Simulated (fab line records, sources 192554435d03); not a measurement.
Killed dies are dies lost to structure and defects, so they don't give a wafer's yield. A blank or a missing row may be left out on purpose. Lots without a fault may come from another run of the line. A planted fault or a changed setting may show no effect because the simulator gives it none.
Chamber matching | flow n5_finfet | N5_MOL_CONTACT_COAG_DESCUM_45 on rie_diel-02: 4 sister chambers
The step chemistry O2, time 7 s. 4 wafers are shown with their chamber, then 8 later ones without.

WAFERS WITH THEIR CHAMBER
wafer  | chamber | drypump_motor_current_A (A)
L084.6 | 2       | 6.5
L085.1 | 1       | 5.6
L085.5 | 0       | 5.3
L092.2 | 3       | 6.8

WAFERS WITHOUT THEIR CHAMBER
wafer  | drypump_motor_current_A (A)
L092.5 | 6.4
L092.6 | 5.6
L094.1 | 6.8
L094.4 | 5.3
L094.6 | 5.3
L096.3 | 6.8
L096.4 | 6.5
L096.5 | 6.5

WHICH CHAMBER EACH WENT THROUGH
wafer  | from the rows above | in truth
L092.5 | 2                   | 2
L092.6 | 1                   | 1
L094.1 | 3                   | 3
L094.4 | 0                   | 0
L094.6 | 0                   | 0
L096.3 | 3                   | 3
L096.4 | 2                   | 2
L096.5 | 2                   | 2
Placed correctly: 8 of 8. Can't be placed from these rows: 0. Placed wrongly: 0.
How it was worked out, from the rows above alone: a wafer's distance from a chamber is the root of the sum, over the readings, of the square of ((its reading less the chamber's mean) divided by the reading's scatter). The wafer belongs to the nearest chamber; if the next one is less than 2 further off, it can't be placed. A chamber's mean is the mean of its shown wafers. The scatter: with one shown wafer a chamber, the root of the mean of the squares of how far each hidden wafer lies from its nearest shown one.
